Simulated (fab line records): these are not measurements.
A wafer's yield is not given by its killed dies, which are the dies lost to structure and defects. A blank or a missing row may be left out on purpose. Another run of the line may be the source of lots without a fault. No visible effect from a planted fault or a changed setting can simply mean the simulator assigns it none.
Chamber matching ; flow nandHarc ; 4 sister chambers for NHARC_A_STAIRCASE_ETCH_444 on rieDiel-12
The step etches the open film in C4F8/O2, target depth 10200 nm, time 3400 s. 24 wafers are shown with their chamber, then 12 later ones without.

WAFERS WITH THEIR CHAMBER
wafer;chamber;rfVppV (V);oesProductAu (a.u.)
L080.2;0;810;0.904
L080.4;3;810;0.929
L080.6;1;817;0.920
L080.1;2;801;0.925
L080.3;1;815;0.917
L080.5;0;811;0.915
L082.2;1;814;0.920
L082.4;2;799;0.914
L082.6;2;800;0.916
L082.1;0;812;0.906
L082.3;3;810;0.920
L082.5;3;809;0.928
L084.1;2;800;0.919
L084.2;1;816;0.919
L084.6;2;801;0.926
L084.3;0;810;0.899
L084.4;3;810;0.935
L084.5;1;816;0.921
L086.1;3;810;0.926
L086.4;0;811;0.906
L086.6;0;811;0.898
L086.2;2;801;0.907
L086.3;1;814;0.912
L086.5;1;814;0.922

SIGNATURES (means of the wafers above)
reading;chamber 0;chamber 1;chamber 2;chamber 3;scatter within a chamber
rfVppV;810.83;815.14;800.33;809.80;0.889
oesProductAu;0.90467;0.91871;0.91783;0.92760;0.0056
Rule: for each reading, subtract the chamber's mean from the wafer's reading, divide by that reading's scatter and square the result; add these up over the readings and take the root, which gives the wafer's distance from the chamber. If the next closest chamber is less than 2 further off than the closest, the wafer can't be placed; otherwise it belongs to the closest. The scatter: the root of (the sum of the squares of (reading less its chamber's mean) over the shown wafers, divided by (wafers less chambers)).

WAFERS WHOSE CHAMBER IS MISSING
wafer;rfVppV (V);oesProductAu (a.u.)
L090.2;815;0.966
L090.4;811;0.966
L090.5;811;0.970
L090.1;800;0.973
L090.3;809;0.964
L090.6;814;0.967
L093.1;809;0.937
L093.2;811;0.925
L093.6;812;0.922
L096.2;815;0.931
L096.4;811;0.935
L096.5;811;0.948

WHICH CHAMBER EACH ONE RAN IN
wafer;from the rows above;in truth
L090.2;can't be placed: 1 or 3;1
L090.4;3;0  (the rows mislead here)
L090.5;3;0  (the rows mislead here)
L090.1;2;2
L090.3;3;3
L090.6;can't be placed: 3 or 1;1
L093.1;3;3
L093.2;3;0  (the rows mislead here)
L093.6;can't be placed: 3 or 0 or 1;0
L096.2;1;1
L096.4;3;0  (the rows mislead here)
L096.5;3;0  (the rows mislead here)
Correctly placed: 4 of 12. Not placeable from these rows: 3 (in 3, the candidates include the true chamber). 5 placed wrongly.
